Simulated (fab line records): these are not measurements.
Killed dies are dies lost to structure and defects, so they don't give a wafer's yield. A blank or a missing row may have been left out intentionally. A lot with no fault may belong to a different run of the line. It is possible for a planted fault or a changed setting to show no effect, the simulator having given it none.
Matching of chambers | flow nand-harc | NHARC_P_ZERO_WELL_ETCH_65 on rie-diel-07: 4 sister chambers
The step etches the open film in N2/H2, target depth 80 nm, overetch 24 nm, time 87.88 s. 8 wafers are shown with their chamber, then 11 later ones without.

## EACH WAFER AND ITS CHAMBER
wafer  | chamber | drypump-motor-current-A (A) | rf-vpp-V (V)
L079.1 | 1       | 5.2                         | 428.3
L080.2 | 2       | 5.6                         | 428.4
L080.5 | 2       | 5.5                         | 431.7
L084.1 | 1       | 5.2                         | 428.3
L084.4 | 3       | 5.2                         | 433.7
L087.4 | 3       | 5.2                         | 434.2
L087.6 | 0       | 6.0                         | 427.6
L088.3 | 0       | 6.0                         | 429.9

## WAFERS WHOSE CHAMBER IS MISSING
wafer  | drypump-motor-current-A (A) | rf-vpp-V (V)
L088.4 | 5.5                         | 429.5
L088.5 | 6.0                         | 428.9
L091.1 | 5.2                         | 427.5
L091.3 | 5.5                         | 428.6
L091.6 | 5.2                         | 435.4
L093.1 | 6.0                         | 428.6
L093.2 | 5.5                         | 429.9
L093.4 | 5.2                         | 428.4
L094.2 | 5.1                         | 435.1
L094.3 | 6.0                         | 427.7
L094.6 | 5.5                         | 429.5

## CHAMBER TAKEN BY EACH
wafer  | from the rows above | in truth
L088.4 | 2                   | 2
L088.5 | 0                   | 0
L091.1 | 1                   | 1
L091.3 | 2                   | 2
L091.6 | 3                   | 3
L093.1 | 0                   | 0
L093.2 | 2                   | 2
L093.4 | 1                   | 1
L094.2 | 3                   | 3
L094.3 | 0                   | 0
L094.6 | 2                   | 2
11 of 11 placed correctly. Can't be placed from these rows: 0. Wrongly placed: 0.
How it was worked out, from the rows above alone: a wafer's distance from a chamber is the root of the sum, over the readings, of the square of ((its reading less the chamber's mean) divided by the reading's scatter). The wafer belongs to the nearest chamber; if the next one is less than 2 further off, it can't be placed. Each chamber's mean is taken over the wafers shown for it. The scatter is the square root of a quotient: the sum, over the shown wafers, of each reading's squared deviation from its chamber's mean, divided by wafers minus chambers.
